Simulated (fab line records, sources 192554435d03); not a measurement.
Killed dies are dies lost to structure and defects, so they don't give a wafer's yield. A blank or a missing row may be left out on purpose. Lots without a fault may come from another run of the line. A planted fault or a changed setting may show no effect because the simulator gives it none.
Which tool did it? | flow n5_finfet | 9 lots, 27 wafers sampled, at 5 steps of a route of 1938

WHAT THE GAUGES READ, wafer by wafer
N5_BEOL_M4_THK_MEAS_53: measures by xrf.
lot  | measured     | on            | M4_THK (nm)
L244 | day 8 18:13  | film_metro-02 | 42.6 39.1 40.3
L248 | day 9 12:32  | film_metro-01 | 41.9 40.7 39.8
L253 | day 11 01:19 | film_metro-01 | 300.0 298.0 295.3
L254 | day 11 09:03 | film_metro-01 | 300.9 294.5 294.2
L255 | day 11 17:30 | film_metro-01 | 292.6 293.1 294.5
L257 | day 12 12:13 | film_metro-01 | 40.0 41.2 40.1
L262 | day 13 10:25 | film_metro-02 | 40.0 40.2 39.9
L264 | day 14 01:53 | film_metro-02 | 39.1 41.4 42.8
L265 | day 14 02:16 | film_metro-01 | 39.5 39.7 38.9

WHICH TOOL RAN EACH LOT (tool, then ch and the chambers of the sampled wafers, then the start)
lot  | N5_BEOL_M4_ALD_84                   | N5_BEOL_M4_SPUTTER_86        | N5_BEOL_M4_SPUTTER_96        | N5_BEOL_M4_CMP_52
L244 | ald_metal-03 ch 0,2,3, day 8 14:55  | pvd_sputter-01, day 8 16:19  | pvd_sputter-01, day 8 17:25  | cmp-02 ch 2,3, day 8 17:55
L248 | ald_metal-02 ch 0,2, day 9 08:54    | pvd_sputter-01, day 9 10:37  | pvd_sputter-01, day 9 11:43  | cmp-02 ch 0,3, day 9 12:14
L253 | ald_metal-02 ch 1,3, day 10 22:04   | pvd_sputter-02, day 10 23:26 | pvd_sputter-02, day 11 00:32 | cmp-02 ch 0,1,3, day 11 01:01
L254 | ald_metal-03 ch 0,1, day 11 05:53   | pvd_sputter-01, day 11 07:10 | pvd_sputter-01, day 11 08:16 | cmp-02 ch 1,2,3, day 11 08:47
L255 | ald_metal-02 ch 1,2, day 11 14:18   | pvd_sputter-03, day 11 15:37 | pvd_sputter-03, day 11 16:43 | cmp-02 ch 0,2,3, day 11 17:14
L257 | ald_metal-04 ch 0,3, day 12 09:08   | pvd_sputter-01, day 12 10:19 | pvd_sputter-01, day 12 11:25 | cmp-04 ch 0,2,3, day 12 11:59
L262 | ald_metal-03 ch 0,1,2, day 13 07:11 | pvd_sputter-03, day 13 08:32 | pvd_sputter-03, day 13 09:38 | cmp-01 ch 0,2,3, day 13 10:10
L264 | ald_metal-02 ch 0,3, day 13 22:36   | pvd_sputter-03, day 13 23:59 | pvd_sputter-03, day 14 01:05 | cmp-02 ch 0,1,3, day 14 01:37
L265 | ald_metal-03 ch 1,3, day 13 22:51   | pvd_sputter-01, day 14 00:22 | pvd_sputter-01, day 14 01:28 | cmp-01 ch 1,2,3, day 14 02:02
- N5_BEOL_M4_ALD_84: deposits TaN, pulse time 2 s, purge time 3 s, co reactant purge time 2 s.
- N5_BEOL_M4_SPUTTER_86: material Cu, target thk 4.5 nm, time 8.29 s.
- N5_BEOL_M4_SPUTTER_96: material Cu, target thk 4.5 nm, time 8.29 s.
- N5_BEOL_M4_CMP_52: polishes, stops on SiOC, t overpolish 6.8 s, target thk 40 nm.

THE ANSWER, worked out from the rows above alone
Rule: what is usual is taken from the lots themselves. Put in order of their means at a reading, lots are off if they are a third of the lots or fewer, leave a main group of 4 or more, and stand apart from it by a gap of 3 or more times the standard deviation of the main group's means; of several such gaps the widest counts. A main group whose means are all the same, to the digits that the tables above print for the reading, isn't used. A lot without any number at a reading at which 4 lots or more have one is off too. The other lots that the step has rows for count as sound.
Off: L253, L254, L255, at N5_BEOL_M4_THK_MEAS_53 (M4_THK). The main group: mean 40.4 nm, standard deviation 0.57.
A tool fits if, at a process step before that reading, it ran every lot that is off, and no sound lot after the first of them. The gauges at N5_BEOL_M4_THK_MEAS_53 are tried like those tools. None of those tried fits.

WHAT THE SIMULATOR HAD PUT IN
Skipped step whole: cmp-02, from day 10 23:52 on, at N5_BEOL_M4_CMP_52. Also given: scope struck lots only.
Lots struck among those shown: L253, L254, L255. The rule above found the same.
